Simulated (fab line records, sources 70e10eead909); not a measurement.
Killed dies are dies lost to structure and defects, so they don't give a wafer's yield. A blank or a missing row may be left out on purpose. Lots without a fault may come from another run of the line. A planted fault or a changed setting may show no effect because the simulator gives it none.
Tool commonality check | flow nand_harc | 12 lots, 36 wafers sampled

WHY IT WAS OPENED
At NHARC_P_GATE_CD_MEAS_46 the reading cd_nm is flagged on 2 of 12 lots. Wafers without a fault read 719.9 nm, standard deviation 2.7.
Rule: a lot is flagged when every wafer of it that has a number lies more than 4 standard deviations from that mean, or none has a number. The other lots count as sound.

lot  | measured     | on        | cd_nm (nm), wafer by wafer | flag
L435 | day 5 17:19  | cd_sem-03 | 714.7 720.7 717.4          |
L436 | day 5 20:31  | cd_sem-01 | 717.5 720.3 717.2          |
L439 | day 7 07:43  | cd_sem-02 | 722.6 718.1 719.6          |
L442 | day 8 16:02  | cd_sem-01 | 722.1 722.0 722.0          |
L443 | day 8 20:52  | cd_sem-03 | 718.0 719.1 718.4          |
L445 | day 9 19:23  | cd_sem-01 | 720.7 722.0 722.4          |
L447 | day 10 10:44 | cd_sem-02 | 723.0 719.7 719.2          |
L448 | day 10 21:53 | cd_sem-01 | 692.9 696.0 696.9          | FLAGGED
L449 | day 11 19:28 | cd_sem-02 | 691.5 696.3 694.0          | FLAGGED
L455 | day 14 02:13 | cd_sem-03 | 720.3 720.2 722.2          |
L456 | day 14 06:07 | cd_sem-02 | 720.9 717.5 714.2          |
L458 | day 15 04:26 | cd_sem-02 | 721.6 723.0 721.6          |
The numbers of the flagged lots are 694.6 nm on average: -25.3 nm against the usual, or -9 standard deviations.

WHICH TOOL RAN EACH LOT
The record holds 2 process steps before the reading, out of a route of 1302 steps. In each cell: the tool, then ch and the chambers that the sampled wafers went through, then the start.
lot  | flag    | NHARC_P_STI_DESCUM_14              | NHARC_P_GATE_EXPOSE_43
L435 |         | rie_diel-03 ch 0,1, day 2 20:56    | krf_scanner-04 ch 0, day 5 17:09
L436 |         | rie_diel-08 ch 1,3, day 3 07:15    | krf_scanner-04 ch 0, day 5 20:22
L439 |         | rie_diel-09 ch 1,2, day 4 13:05    | krf_scanner-03 ch 0, day 7 07:34
L442 |         | rie_diel-09 ch 1,2, day 5 17:37    | krf_scanner-03 ch 0, day 8 15:53
L443 |         | rie_diel-09 ch 1,2,3, day 6 04:41  | krf_scanner-03 ch 0, day 8 20:43
L445 |         | rie_diel-08 ch 0,2,3, day 7 02:30  | krf_scanner-04 ch 0, day 9 19:13
L447 |         | rie_diel-08 ch 0,1,3, day 7 19:05  | krf_scanner-04 ch 0, day 10 10:34
L448 | FLAGGED | rie_diel-08 ch 0,2,3, day 8 05:34  | krf_scanner-04 ch 0, day 10 21:44
L449 | FLAGGED | rie_diel-03 ch 0,1, day 8 14:57    | krf_scanner-04 ch 0, day 11 19:18
L455 |         | rie_diel-09 ch 0,1,2, day 11 03:34 | krf_scanner-03 ch 0, day 14 02:04
L456 |         | rie_diel-09 ch 0,1,2, day 11 13:42 | krf_scanner-02 ch 0, day 14 05:57
L458 |         | rie_diel-08 ch 0,1,3, day 12 10:26 | krf_scanner-03 ch 0, day 15 04:16
What these steps do:
- NHARC_P_STI_DESCUM_14: chemistry O2, time 3 s.
- NHARC_P_GATE_EXPOSE_43: exposes mask P NSD, target cd 720 nm.
- NHARC_P_GATE_CD_MEAS_46: target cd 720 nm.

FLAGGED OVER TOTAL, TOOL BY TOOL (the gauges that took the reading come last)
step                    | tool           | lots run | flagged | share of the flagged lots | sound lots run after its first flagged lot
NHARC_P_STI_DESCUM_14   | rie_diel-03    | 2        | 1       | some                      | 0
NHARC_P_STI_DESCUM_14   | rie_diel-08    | 5        | 1       | some                      | 1 (L458)
NHARC_P_STI_DESCUM_14   | rie_diel-09    | 5        | 0       | none                      | -
NHARC_P_GATE_EXPOSE_43  | krf_scanner-02 | 1        | 0       | none                      | -
NHARC_P_GATE_EXPOSE_43  | krf_scanner-03 | 5        | 0       | none                      | -
NHARC_P_GATE_EXPOSE_43  | krf_scanner-04 | 6        | 2       | all                       | 0
NHARC_P_GATE_CD_MEAS_46 | cd_sem-01      | 4        | 1       | some                      | 0
NHARC_P_GATE_CD_MEAS_46 | cd_sem-02      | 5        | 1       | some                      | 2 (L456,L458)
NHARC_P_GATE_CD_MEAS_46 | cd_sem-03      | 3        | 0       | none                      | -

WHAT THE TABLE ALLOWS
1 row of the table ran every flagged lot: krf_scanner-04 at NHARC_P_GATE_EXPOSE_43.
- krf_scanner-04 at NHARC_P_GATE_EXPOSE_43: 2 of its 6 lots flagged. Its last sound lot is L447 (day 10 10:34), its first flagged lot L448 (day 10 21:44): a fault that began between those two fits. Its own readings lie more than 4 standard deviations out on every wafer of the flagged lots: exposure_dose_mJ_cm2.
One tool is left: krf_scanner-04 at NHARC_P_GATE_EXPOSE_43.

WHAT THE SIMULATOR HAD PUT IN
Process parameter drift: krf_scanner-04, from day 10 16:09 on, at NHARC_P_GATE_EXPOSE_43. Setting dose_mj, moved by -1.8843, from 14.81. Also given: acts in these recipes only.
Lots struck among those shown: L448, L449. The rule above found the same.
